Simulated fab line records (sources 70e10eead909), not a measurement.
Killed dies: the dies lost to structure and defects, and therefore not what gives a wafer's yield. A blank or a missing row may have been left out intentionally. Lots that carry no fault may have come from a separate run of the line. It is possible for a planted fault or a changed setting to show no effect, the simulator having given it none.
Matching of chambers	flow nandHarc	4 sister chambers for NHARC_A_STAIRCASE_DESCUM_168 on rieDiel-01
The step chemistry O2, time 3 s. 20 wafers are shown with their chamber, then 10 later ones without.

== WAFERS PAIRED WITH THEIR CHAMBERS ==
wafer	chamber	showerheadPlenumPTorr (Torr)	rfVppV (V)	oesProductAu (a.u.)
L074.1	2	1.95	57.2	0.993
L074.4	1	1.81	56.9	0.987
L074.5	3	2.01	57.5	0.991
L077.3	2	1.95	58.3	1.004
L077.4	3	2.01	57.5	1.004
L077.6	0	2.00	58.9	0.991
L077.1	1	1.81	57.1	0.994
L077.2	0	2.00	59.0	0.998
L077.5	3	2.01	59.1	1.001
L075.2	3	2.01	59.1	0.989
L075.4	2	1.95	58.0	0.998
L075.6	0	2.00	58.6	0.989
L084.1	1	1.80	57.2	0.991
L084.4	0	1.99	58.0	0.985
L084.6	2	1.94	58.0	0.994
L083.2	0	1.99	59.4	1.002
L083.4	3	2.00	57.4	0.996
L083.5	0	1.99	59.3	0.997
L087.1	0	1.99	58.7	0.996
L087.4	2	1.94	57.1	1.004

SIGNATURES (averages over the wafers above)
reading	chamber 0	chamber 1	chamber 2	chamber 3	scatter within a chamber
showerheadPlenumPTorr	1.9943	1.8067	1.9460	2.0080	0.00523
rfVppV	58.843	57.067	57.720	58.120	0.599
oesProductAu	0.99400	0.99067	0.99860	0.99620	0.00563
Rule: distance of a wafer from a chamber = root of the sum over the readings of ((wafer's reading minus chamber's mean) / reading's scatter) squared. If the next closest chamber is less than 2 further off than the closest, the wafer can't be placed; otherwise it belongs to the closest. The scatter: the root of (the sum of the squares of (reading less its chamber's mean) over the shown wafers, divided by (wafers less chambers)).

== WAFERS WITH NO CHAMBER GIVEN ==
wafer	showerheadPlenumPTorr (Torr)	rfVppV (V)	oesProductAu (a.u.)
L087.5	1.80	57.9	0.992
L092.2	2.00	56.7	0.995
L092.3	1.80	57.0	1.004
L092.6	1.80	58.3	0.982
L093.2	2.00	57.4	0.994
L093.3	1.94	57.2	0.994
L093.4	1.99	57.3	0.988
L094.4	1.94	57.1	0.991
L094.5	1.99	57.9	0.993
L094.6	1.99	57.8	0.990

== EACH ONE'S CHAMBER ==
wafer	from the rows above	in truth
L087.5	1	1
L092.2	can't be placed: 3 or 0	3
L092.3	1	1
L092.6	1	1
L093.2	can't be placed: 3 or 0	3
L093.3	2	2
L093.4	can't be placed: 0 or 3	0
L094.4	2	2
L094.5	can't be placed: 0 or 3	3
L094.6	can't be placed: 0 or 3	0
Placed correctly: 5 of 10. From these rows, 5 cannot be placed; in 5 the true chamber is one of the candidates. Number placed wrongly: 0.
